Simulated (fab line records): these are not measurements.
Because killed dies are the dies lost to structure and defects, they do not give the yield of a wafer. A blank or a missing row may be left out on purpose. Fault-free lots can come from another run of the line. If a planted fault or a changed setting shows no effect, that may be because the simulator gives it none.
Comparing a struck lot with a sound one || flow nand_harc || 41 out of 1302 route steps
Sound: these wafers, L158.2, L158.5, L158.6. Struck: wafers L169.2, L169.5, L169.6. At the end, the cause is stated.
At each step with rows: each side's tool, then ch and its chambers, then its first start. Under that, the readings that differ: sound wafers || struck wafers || difference of the means || sigmas: that difference in standard deviations of wafers without a fault.
alike: words and numbers the same on both sides, and readings whose means are apart by under 2 such deviations; not compared: readings that were withheld, readings missing a value for some wafer, numbers with overlapping values and no deviation given by the record, and bounds like >300 which may hide the same value.
Wherever a step has rows on one side only, a row that says differs or no value, or a row with sigmas, the two part there. Non-overlapping numbers with no deviation appear without sigmas and do not part them. A reading missing from all wafers of one side parts the sides only when that side holds two or more wafers.

first, 1 step without rows for these wafers: NHARC_A_CONTACT_ETCH_50 (etches the open film in CF4/CHF3, target depth 121 nm, time 60.5 s).
NHARC_A_CONTACT_ETCH_51: etches the open film in O2/COS, target depth 7000 nm, time 1820 s.
  sound: rie_diel-04 ch 0,2,3; struck: rie_diel-07 ch 1,2,3
  alike: drypump_motor_current_A, oes_product_au, rf_vpp_V, showerhead_plenum_p_Torr, throttle_valve_pct
  not compared: rf_hours_counter_h
then, 2 steps without rows for these wafers: NHARC_A_CONTACT_ETCH_111 (etches the open film in C4F8/O2/Ar, time 140 s, target depth 700 nm); NHARC_A_CONTACT_ETCH_112 (etches the open film in C4F8/O2/Ar, time 190 s, target depth 1850 nm).
NHARC_A_CONTACT_ETCH_113: etches the open film in C4F8/O2/Ar, time 190 s, target depth 1850 nm.
  sound on har_cap_etch-02 ch 0,1, day 22 21:09; struck on har_cap_etch-01 ch 0,1, day 27 21:29
  not compared: rf_hours_counter_h
NHARC_A_CONTACT_ETCH_114: etches the open film in C4F8/O2/Ar, time 190 s, target depth 1850 nm.
  sound on har_cap_etch-02 ch 0,1, day 22 21:19; struck on har_cap_etch-01 ch 0,1, day 27 21:42
  not compared: rf_hours_counter_h
then, 5 steps without rows for these wafers: NHARC_A_CONTACT_ETCH_115 (etches the open film in C4F8/O2/Ar, time 190 s, target depth 1850 nm); NHARC_A_CONTACT_ETCH_116 (etches the open film in C4F8/O2/Ar, time 190 s, target depth 1850 nm); NHARC_A_CONTACT_ETCH_117 (etches the open film in C4F8/O2/Ar, time 190 s, target depth 1850 nm); NHARC_A_CONTACT_ETCH_118 (etches the open film in C4F8/O2/Ar, time 190 s, target depth 1850 nm); NHARC_A_CONTACT_ETCH_119 (etches the open film in C4F8/O2/Ar, time 190 s, target depth 1850 nm).
NHARC_A_CONTACT_ETCH_120: etches the open film in C4F8/O2/Ar, time 190 s, target depth 1850 nm.
  sound on har_cap_etch-02 ch 0,1, day 22 22:20; struck on har_cap_etch-01 ch 0,1, day 27 23:04
  not compared: rf_hours_counter_h
NHARC_A_CONTACT_ETCH_121: etches the open film in C4F8/O2/Ar, time 190 s, target depth 1850 nm.
  sound on har_cap_etch-02 ch 0,1, day 22 22:31; struck on har_cap_etch-01 ch 0,1, day 27 23:17
  not compared: rf_hours_counter_h
then, 4 steps without rows for these wafers: NHARC_A_CONTACT_ETCH_122 (etches the open film in C4F8/O2/Ar, time 190 s, target depth 1850 nm); NHARC_A_CONTACT_ETCH_123 (etches the open film in C4F8/O2/Ar, time 490 s, target depth 2110 nm); NHARC_A_CONTACT_ETCH_90 (etches the open film in CH3F/O2, target depth 40 nm, time 85.7 s); NHARC_A_CONTACT_ETCH_96 (etches the open film in C4F6/O2, target depth 20 nm, time 10 s).
NHARC_A_CONTACT_CD_MEAS_53:
  sound: cd_sem-02 at day 23 00:03; struck: cd_sem-02 at day 28 01:07
  alike: cd_nm
then, 6 steps without rows for these wafers: NHARC_A_CONTACT_STRIP_99 (strips in N2/H2); NHARC_A_CONTACT_STRIP_100 (strips in CF4/CHF3); NHARC_A_CONTACT_STRIP_101 (strips in O2/COS); NHARC_A_CONTACT_ETCH_102 (etches the open film in CF4/O2, target depth 100 nm, overetch 10 nm, time 55 s); NHARC_A_CONTACT_STRIP_55 (strips in O2); NHARC_A_CONTACT_STRIP_56 (strips in post etch residue remover, time 600 s).
NHARC_A_CONTACT_DEP_57: deposits aC, target thk 5300 nm.
  sound on acl_dep-03 ch 0, day 23 05:04; struck on acl_dep-01 ch 0, day 28 03:56
  alike: throttle_valve_pct
then, 11 steps without rows for these wafers: NHARC_A_CONTACT_DEP_58 (deposits SiON, target thk 90 nm); NHARC_A_CONTACT_DEHYDRATE_59 (time 120 s); NHARC_A_CONTACT_HMDS_60 (time 30 s); NHARC_A_CONTACT_COAT_61 (time 75 s); NHARC_A_CONTACT_COAT_62 (time 65 s); NHARC_A_CONTACT_COAT_63 (resist thk 90 nm); NHARC_A_CONTACT_SOFTBAKE_64 (time 55 s); NHARC_A_CONTACT_EBR_65; NHARC_A_CONTACT_EXPOSE_66 (exposes mask A CC 2); NHARC_A_CONTACT_PEB_67 (peb time 65 s); NHARC_A_CONTACT_DEVELOP_68 (develop time 35 s).
NHARC_A_CONTACT_CD_MEAS_69: the cd target is 300 nm.
  sound on cd_sem-01 ch 0, day 23 08:32; struck on cd_sem-03 ch 0, day 28 07:23
  alike: cd_nm
NHARC_A_CONTACT_OVL_MEAS_70:
  sound: overlay-02 at day 23 08:37; struck: overlay-02 at day 28 07:29
  alike: overlay_x_nm, overlay_y_nm
NHARC_A_CONTACT_DESCUM_74: chemistry O2, time 3 s.
  sound on rie_diel-07 ch 0,3, day 23 08:43; struck on rie_diel-13 ch 2,3, day 28 18:01
{"reading": "hold", "sound": "- - -", "struck": "await_dispo/10.2h/release await_dispo/10.2h/release await_dispo/10.2h/release", "difference": "no value on the sound wafers", "sigmas": ""}
  alike: drypump_motor_current_A, oes_product_au, rf_vpp_V, showerhead_plenum_p_Torr, throttle_valve_pct
  not compared: rf_hours_counter_h
then, 1 step without rows for these wafers: NHARC_A_CONTACT_ETCH_75 (etches the open film in CF4, target depth 39 nm, time 65 s).
-- break in the record here, with 3 days between the starts of the struck wafers on either side (left off in module A_CONTACT, picked up again in module END, where the first step shown is number 1302 on the route) --
NHARC_END_SORT_01:
  the record has rows for the struck wafers here (prober-01 ch 0, day 31 12:26) and none for the sound ones

WHERE THEY PART
At NHARC_A_CONTACT_DESCUM_74 first; at NHARC_END_SORT_01 last (within this record only).

WHY: what the simulator had put in
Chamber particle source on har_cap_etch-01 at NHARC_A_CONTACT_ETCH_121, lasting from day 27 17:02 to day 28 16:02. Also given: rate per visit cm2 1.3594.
